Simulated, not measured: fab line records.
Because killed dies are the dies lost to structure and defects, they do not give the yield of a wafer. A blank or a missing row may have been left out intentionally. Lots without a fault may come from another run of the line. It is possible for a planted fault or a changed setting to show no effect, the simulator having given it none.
Chamber matching | flow nand-harc | NHARC_A_STAIRCASE_ALD_415 on ald-hk-03: 4 sister chambers
The step deposits SiO2, target thk 30 nm, pulse time 6 s, ald cycles 300. 8 wafers are shown with their chamber, then 11 later ones without.

## EACH WAFER AND ITS CHAMBER
wafer  | chamber | heater-power-w (W) | precursor-pulse-height-rel
L085.1 | 0       | 395                | 0.994
L088.4 | 0       | 402                | 1.020
L089.4 | 3       | 485                | 1.002
L089.5 | 2       | 416                | 0.983
L091.1 | 2       | 417                | 1.015
L091.2 | 1       | 432                | 1.012
L091.3 | 3       | 491                | 1.006
L092.1 | 1       | 426                | 1.030

## WAFERS WITH NO CHAMBER GIVEN
wafer  | heater-power-w (W) | precursor-pulse-height-rel
L092.4 | 388                | 0.998
L092.5 | 427                | 0.992
L096.1 | 414                | 0.985
L096.3 | 483                | 0.992
L096.4 | 426                | 1.024
L096.2 | 392                | 0.981
L096.5 | 486                | 0.972
L096.6 | 415                | 0.998
L097.1 | 391                | 1.004
L097.4 | 415                | 1.021
L097.5 | 411                | 1.018

## THE CHAMBER EACH PASSED THROUGH
wafer  | from the rows above     | in truth
L092.4 | 0                       | 0
L092.5 | can't be placed: 1 or 2 | 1
L096.1 | 2                       | 2
L096.3 | 3                       | 3
L096.4 | 1                       | 1
L096.2 | 0                       | 0
L096.5 | 3                       | 3
L096.6 | 2                       | 2
L097.1 | 0                       | 0
L097.4 | 2                       | 2
L097.5 | can't be placed: 2 or 0 | 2
Correct placement for 9 of the 11. These rows do not allow placing 2 (true chamber among the candidates in 2). Placed wrongly: 0.
How it was worked out, from the rows above alone: a wafer's distance from a chamber is the root of the sum, over the readings, of the square of ((its reading less the chamber's mean) divided by the reading's scatter). The wafer belongs to the nearest chamber; if the next one is less than 2 further off, it can't be placed. For every chamber, the mean is computed from those of its wafers that are shown. The scatter is the square root of a quotient: the sum, over the shown wafers, of each reading's squared deviation from its chamber's mean, divided by wafers minus chambers.
